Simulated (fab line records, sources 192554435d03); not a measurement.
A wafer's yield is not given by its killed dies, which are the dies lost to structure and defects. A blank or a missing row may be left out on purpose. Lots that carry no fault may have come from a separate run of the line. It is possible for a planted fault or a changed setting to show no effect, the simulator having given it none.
Which tool did it?    flow n5-finfet    72 wafers from 24 lots sampled at 6 of the route's 1938 steps

WHAT EACH GAUGE READ, for each wafer
The record holds no reading of a measuring or inspecting step that can be judged against a usual standard deviation.

EACH LOT AND THE TOOL THAT RAN IT (in order: tool; ch and the chambers of the sampled wafers; start)
lot   N5_BEOL_M0_ANNEAL_135         N5_BEOL_M1_DEGAS_44           N5_BEOL_M1_ALD_84                    N5_BEOL_M1_SURFACE_TREAT_85   N5_BEOL_M1_ANNEAL_82          N5_BEOL_M2_HM_DEP_02
L074  pvd-sputter-02, day 6 00:50   pvd-sputter-01, day 6 10:21   ald-metal-04 ch 0,1,3, day 6 10:27   pvd-sputter-03, day 6 10:52   pvd-sputter-02, day 6 11:44   pvd-sputter-01, day 6 16:09
L075  pvd-sputter-03, day 6 06:34   pvd-sputter-02, day 6 13:33   ald-metal-01 ch 2,3, day 6 13:41     pvd-sputter-02, day 6 14:01   pvd-sputter-03, day 6 14:54   pvd-sputter-03, day 6 19:54
L076  pvd-sputter-01, day 6 13:13   pvd-sputter-03, day 7 02:38   ald-metal-03 ch 1,3, day 7 02:45     pvd-sputter-03, day 7 03:08   pvd-sputter-03, day 7 04:05   pvd-sputter-01, day 7 08:01
L077  pvd-sputter-01, day 6 16:52   pvd-sputter-01, day 7 12:21   ald-metal-04 ch 2,3, day 7 12:41     pvd-sputter-02, day 7 12:55   pvd-sputter-02, day 7 13:53   pvd-sputter-01, day 7 16:51
L078  pvd-sputter-03, day 6 21:56   pvd-sputter-02, day 7 12:26   ald-metal-03 ch 1,2, day 7 12:46     pvd-sputter-02, day 7 13:17   pvd-sputter-03, day 7 15:34   pvd-sputter-02, day 7 19:52
L079  pvd-sputter-01, day 7 09:27   pvd-sputter-03, day 7 17:13   ald-metal-01 ch 0,1,2, day 7 17:28   pvd-sputter-02, day 7 17:42   pvd-sputter-03, day 7 18:43   pvd-sputter-03, day 7 22:58
L080  pvd-sputter-02, day 7 11:42   pvd-sputter-02, day 7 23:34   ald-metal-04 ch 1,2,3, day 7 23:43   pvd-sputter-03, day 8 00:11   pvd-sputter-02, day 8 00:59   pvd-sputter-02, day 8 03:43
L081  pvd-sputter-02, day 7 16:10   pvd-sputter-02, day 8 00:19   ald-metal-04 ch 2,3, day 8 00:26     pvd-sputter-03, day 8 02:22   pvd-sputter-03, day 8 03:08   pvd-sputter-01, day 8 09:07
L083  pvd-sputter-01, day 8 04:24   pvd-sputter-03, day 8 13:14   ald-metal-01 ch 0,2, day 8 13:20     pvd-sputter-01, day 8 13:43   pvd-sputter-02, day 8 15:28   pvd-sputter-03, day 8 19:38
L082  pvd-sputter-02, day 8 04:31   pvd-sputter-01, day 8 13:14   ald-metal-04 ch 1,2,3, day 8 13:20   pvd-sputter-03, day 8 13:41   pvd-sputter-03, day 8 14:28   pvd-sputter-02, day 8 17:23
L084  pvd-sputter-01, day 8 19:19   pvd-sputter-03, day 10 00:13  ald-metal-01 ch 0,1, day 10 00:19    pvd-sputter-03, day 10 00:38  pvd-sputter-02, day 10 01:23  pvd-sputter-03, day 10 03:56
L085  pvd-sputter-02, day 8 23:54   pvd-sputter-02, day 10 03:42  ald-metal-01 ch 0,3, day 10 03:48    pvd-sputter-03, day 10 04:02  pvd-sputter-02, day 10 04:52  pvd-sputter-02, day 10 07:25
L086  pvd-sputter-01, day 9 01:37   pvd-sputter-03, day 10 14:01  ald-metal-01 ch 1,3, day 10 14:07    pvd-sputter-03, day 10 14:22  pvd-sputter-02, day 10 15:08  pvd-sputter-02, day 10 18:20
L087  pvd-sputter-03, day 9 11:49   pvd-sputter-03, day 10 20:34  ald-metal-04 ch 1,2,3, day 10 20:40  pvd-sputter-03, day 10 21:05  pvd-sputter-02, day 10 21:50  pvd-sputter-02, day 11 00:40
L088  pvd-sputter-03, day 9 23:37   pvd-sputter-02, day 11 00:23  ald-metal-01 ch 0,1, day 11 00:29    pvd-sputter-03, day 11 00:55  pvd-sputter-01, day 11 01:46  pvd-sputter-01, day 11 05:25
L089  pvd-sputter-02, day 10 00:37  pvd-sputter-01, day 11 00:33  ald-metal-03 ch 1,2, day 11 00:41    pvd-sputter-03, day 11 00:58  pvd-sputter-03, day 11 03:29  pvd-sputter-01, day 11 06:23
L090  pvd-sputter-02, day 10 03:35  pvd-sputter-01, day 11 05:40  ald-metal-03 ch 1,2, day 11 05:47    pvd-sputter-01, day 11 06:14  pvd-sputter-03, day 11 06:58  pvd-sputter-03, day 11 09:46
L092  pvd-sputter-02, day 10 08:45  pvd-sputter-03, day 11 09:27  ald-metal-01 ch 1,3, day 11 09:35    pvd-sputter-03, day 11 09:55  pvd-sputter-02, day 11 11:53  pvd-sputter-01, day 11 16:34
L091  pvd-sputter-02, day 10 17:00  pvd-sputter-01, day 11 17:11  ald-metal-03 ch 0,2, day 11 17:18    pvd-sputter-01, day 11 17:35  pvd-sputter-01, day 11 18:28  pvd-sputter-02, day 11 21:29
L093  pvd-sputter-02, day 10 19:44  pvd-sputter-02, day 11 21:59  ald-metal-03 ch 0,1, day 11 22:07    pvd-sputter-03, day 11 22:22  pvd-sputter-02, day 11 23:06  pvd-sputter-03, day 12 03:28
L094  pvd-sputter-02, day 10 21:07  pvd-sputter-02, day 12 00:37  ald-metal-01 ch 1,2,3, day 12 00:43  pvd-sputter-03, day 12 01:04  pvd-sputter-02, day 12 01:49  pvd-sputter-03, day 12 04:47
L095  pvd-sputter-02, day 11 01:05  pvd-sputter-01, day 11 17:20  ald-metal-01 ch 0,3, day 11 17:40    pvd-sputter-03, day 11 18:37  pvd-sputter-01, day 12 07:12  pvd-sputter-03, day 12 10:07
L096  pvd-sputter-03, day 11 08:50  pvd-sputter-03, day 12 00:50  ald-metal-01 ch 0,1,3, day 12 00:56  pvd-sputter-02, day 12 01:10  pvd-sputter-02, day 12 03:41  pvd-sputter-02, day 12 06:13
L097  pvd-sputter-03, day 12 00:32  pvd-sputter-03, day 12 09:09  ald-metal-01 ch 0,1,2, day 12 09:15  pvd-sputter-02, day 12 09:32  pvd-sputter-02, day 12 10:23  pvd-sputter-01, day 12 12:53
- N5_BEOL_M0_ANNEAL_135: time 60 s.
- N5_BEOL_M1_DEGAS_44: time 60 s.
- N5_BEOL_M1_ALD_84: deposits TaN, pulse time 2 s, purge time 3 s, co reactant purge time 2 s.
- N5_BEOL_M1_SURFACE_TREAT_85
- N5_BEOL_M1_ANNEAL_82: time 240 s.
- N5_BEOL_M2_HM_DEP_02: deposits TiN, target thk 20 nm.

WHAT THE TOOLS THEMSELVES READ (means of the sampled wafers that have a number; where no wafer has one, the mark that the record gives instead)
N5_BEOL_M0_ANNEAL_135. Usual: heater-power-w at 853 W, with a standard deviation of 78.
lot   tool            heater-power-w (W)  flag
L074  pvd-sputter-02  839                 
L075  pvd-sputter-03  850                 
L076  pvd-sputter-01  846                 
L077  pvd-sputter-01  804                 
L078  pvd-sputter-03  881                 
L079  pvd-sputter-01  851                 
L080  pvd-sputter-02  859                 
L081  pvd-sputter-02  861                 
L083  pvd-sputter-01  808                 
L082  pvd-sputter-02  853                 
L084  pvd-sputter-01  790                 
L085  pvd-sputter-02  890                 
L086  pvd-sputter-01  833                 
L087  pvd-sputter-03  799                 
L088  pvd-sputter-03  943                 
L089  pvd-sputter-02  852                 
L090  pvd-sputter-02  856                 
L092  pvd-sputter-02  820                 
L091  pvd-sputter-02  919                 
L093  pvd-sputter-02  864                 
L094  pvd-sputter-02  900                 
L095  pvd-sputter-02  876                 
L096  pvd-sputter-03  785                 
L097  pvd-sputter-03  856                 

N5_BEOL_M1_DEGAS_44. Usual: heater-power-w at 337 W, with a standard deviation of 32.
lot   tool            heater-power-w (W)  flag
L074  pvd-sputter-01  302                 
L075  pvd-sputter-02  349                 
L076  pvd-sputter-03  325                 
L077  pvd-sputter-01  336                 
L078  pvd-sputter-02  342                 
L079  pvd-sputter-03  342                 
L080  pvd-sputter-02  353                 
L081  pvd-sputter-02  355                 
L083  pvd-sputter-03  316                 
L082  pvd-sputter-01  310                 
L084  pvd-sputter-03  326                 
L085  pvd-sputter-02  369                 
L086  pvd-sputter-03  345                 
L087  pvd-sputter-03  348                 
L088  pvd-sputter-02  352                 
L089  pvd-sputter-01  328                 
L090  pvd-sputter-01  320                 
L092  pvd-sputter-03  354                 
L091  pvd-sputter-01  328                 
L093  pvd-sputter-02  352                 
L094  pvd-sputter-02  348                 
L095  pvd-sputter-01  330                 
L096  pvd-sputter-03  349                 
L097  pvd-sputter-03  344                 

N5_BEOL_M1_ALD_84. Usual: heater-power-w 401 W, standard deviation 48; precursor-vessel-pressure-torr 26.24 Torr, standard deviation 0.045.
lot   tool          heater-power-w (W)  precursor-vessel-pressure-torr (Torr)  flag
L074  ald-metal-04  439                 26.26                                  
L075  ald-metal-01  425                 26.22                                  
L076  ald-metal-03  368                 26.21                                  
L077  ald-metal-04  391                 26.21                                  
L078  ald-metal-03  437                 26.22                                  
L079  ald-metal-01  381                 26.26                                  
L080  ald-metal-04  422                 26.27                                  
L081  ald-metal-04  398                 26.24                                  
L083  ald-metal-01  383                 26.24                                  
L082  ald-metal-04  419                 26.23                                  
L084  ald-metal-01  359                 26.22                                  
L085  ald-metal-01  378                 26.23                                  
L086  ald-metal-01  400                 26.20                                  
L087  ald-metal-04  416                 26.23                                  
L088  ald-metal-01  358                 26.24                                  
L089  ald-metal-03  436                 26.27                                  
L090  ald-metal-03  469                 26.23                                  
L092  ald-metal-01  401                 26.28                                  
L091  ald-metal-03  410                 26.30                                  
L093  ald-metal-03  397                 26.26                                  
L094  ald-metal-01  409                 26.25                                  
L095  ald-metal-01  404                 26.24                                  
L096  ald-metal-01  379                 26.25                                  
L097  ald-metal-01  390                 26.26                                  

N5_BEOL_M1_ANNEAL_82. Usual: heater-power-w at 855 W, with a standard deviation of 85.
lot   tool            heater-power-w (W)  flag
L074  pvd-sputter-02  844                 
L075  pvd-sputter-03  874                 
L076  pvd-sputter-03  863                 
L077  pvd-sputter-02  864                 
L078  pvd-sputter-03  845                 
L079  pvd-sputter-03  862                 
L080  pvd-sputter-02  859                 
L081  pvd-sputter-03  815                 
L083  pvd-sputter-02  841                 
L082  pvd-sputter-03  774                 
L084  pvd-sputter-02  844                 
L085  pvd-sputter-02  844                 
L086  pvd-sputter-02  846                 
L087  pvd-sputter-02  802                 
L088  pvd-sputter-01  832                 
L089  pvd-sputter-03  785                 
L090  pvd-sputter-03  882                 
L092  pvd-sputter-02  923                 
L091  pvd-sputter-01  745                 
L093  pvd-sputter-02  856                 
L094  pvd-sputter-02  900                 
L095  pvd-sputter-01  851                 
L096  pvd-sputter-02  877                 
L097  pvd-sputter-02  858                 

N5_BEOL_M2_HM_DEP_02. Usual: chamber-pressure-pa 0.5000 Pa, standard deviation 0.0011; substrate-temp-c 24.98 C, standard deviation 0.1; throttle-valve-pct 29.7 %, standard deviation 0.74.
lot   tool            chamber-pressure-pa (Pa)  substrate-temp-c (C)  throttle-valve-pct (%)  flag
L074  pvd-sputter-01  0.5011                    24.89                 29.4                    
L075  pvd-sputter-03  0.4996                    25.00                 29.8                    
L076  pvd-sputter-01  0.4995                    24.98                 29.5                    
L077  pvd-sputter-01  0.5000                    24.95                 30.4                    
L078  pvd-sputter-02  0.4989                    25.04                 29.5                    
L079  pvd-sputter-03  0.5005                    24.95                 29.9                    
L080  pvd-sputter-02  0.4991                    24.98                 29.7                    
L081  pvd-sputter-01  0.5001                    25.01                 29.8                    
L083  pvd-sputter-03  0.5011                    24.96                 29.1                    
L082  pvd-sputter-02  0.5004                    24.89                 29.2                    
L084  pvd-sputter-03  0.5003                    24.91                 30.0                    
L085  pvd-sputter-02  0.5006                    25.16                 29.8                    
L086  pvd-sputter-02  0.4996                    24.95                 29.7                    
L087  pvd-sputter-02  0.5005                    24.92                 29.6                    
L088  pvd-sputter-01  0.5007                    25.02                 29.7                    
L089  pvd-sputter-01  0.5002                    25.01                 29.7                    
L090  pvd-sputter-03  0.4988                    25.01                 30.1                    
L092  pvd-sputter-01  0.5006                    24.98                 30.3                    
L091  pvd-sputter-02  0.5006                    25.05                 29.9                    
L093  pvd-sputter-03  0.4993                    25.04                 29.6                    
L094  pvd-sputter-03  0.4994                    24.95                 29.8                    
L095  pvd-sputter-03  0.5004                    25.01                 29.6                    
L096  pvd-sputter-02  0.5011                    24.94                 29.7                    
L097  pvd-sputter-01  0.4996                    25.00                 30.5                    

THE ANSWER, worked out from the rows above alone
Rule: take the mean of a lot's wafers that have a number; if it is more than 3 standard deviations from the usual mean, the lot is off. A lot without any number at a reading at which 4 lots or more have one is off too. Any other lot the step has rows for is counted as sound. After the gauges, taken in route order, come the tools' own readings; for these a lot's mean is taken, as printed above. The first step at which some lot is off is used, and at that step the reading that is off furthest; a lot without a number counts as furthest.
None of the lots is off at any reading shown; this tells nothing.

WHAT HAD BEEN PUT IN BY THE SIMULATOR
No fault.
